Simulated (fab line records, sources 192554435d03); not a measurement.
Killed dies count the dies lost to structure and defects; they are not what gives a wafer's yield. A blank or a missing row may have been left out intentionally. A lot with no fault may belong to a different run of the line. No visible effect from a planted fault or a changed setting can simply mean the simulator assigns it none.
Code-filled problem report in 8D (eight disciplines) form / flow n5_finfet / the parts of the form that need people (team, actions taken, sign-off) are left out

## 1. WHAT WENT WRONG
Wafers without a fault read 1499.9 rpm, standard deviation 1; spin_speed_rpm at N5_BEOL_M15_COAT_56 reads a mean of 1442.5 rpm on 9 wafers belonging to 3 lots. That puts it -57 standard deviations away from the usual mean.
The step: time 60 s, resist thk 550 nm.
The first sign was on wafer L557.2 at day 14 08:01, on litho_track-01. The record has a number at this step for 21 wafers belonging to 7 lots. Rule for "out", or "out of limits": more than 4 standard deviations from the usual mean. The other wafers with a number count as sound.

## 2. WHAT THIS IS AND IS NOT
question=which readings at this step | is=spin_speed_rpm | is not=plate_temp_C
question=which lots | is=L557, L558, L559 | is not=L547, L550, L567, L570
question=which wafers of those lots | is=all that have a number | is not=-
question=read on which tools | is=litho_track-01 | is not=litho_track-02, litho_track-03
question=when | is=from day 14 08:01 | is not=up to then (6 sound wafers); but 6 sound wafers of L567, L570 came after

## 3. THE SUSPECTS, EACH WITH WHAT RULES IT OUT
Counting: a tool at a process step up to the reading stays a suspect if it ran every lot that is out and no sound lot after the first of them.
- litho_track-01 at N5_BEOL_M15_COAT_56 (time 60 s, resist thk 550 nm): ruled out as a lasting fault. Sound lots L570 ran on it after its first lot that is out, L557 (day 14 08:01).
Left after counting: nothing in the record.

## 4. THE CAUSE (what the simulator had put in)
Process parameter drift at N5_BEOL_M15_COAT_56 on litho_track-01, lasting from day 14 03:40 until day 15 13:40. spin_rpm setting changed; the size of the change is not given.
Counting ruled it out, wrongly.

## 5. THE CHAIN OF EFFECTS, in route order
Each row: a reading whose mean over the struck wafers that have a number lies more than 3 standard deviations from the usual. Scope: only readings with a usual standard deviation given in the record; hours: median across lots of the time from each lot's start at the first step in this table that gives one to its start at this step; sigmas: change in usual standard deviations.
hours=0; step=N5_BEOL_M15_COAT_56; reading=spin_speed_rpm; usual=1499.9 rpm; on struck wafers=1442.5; change=-57.4; sigmas=-57
It contains these process steps:
- N5_BEOL_M15_COAT_56: time 60 s, resist thk 550 nm.

## 6. HOW IT WOULD HAVE BEEN CAUGHT EARLIER
First out-of-limits reading in this record: day 14 08:01, which is 4 hours after fault onset at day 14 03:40.
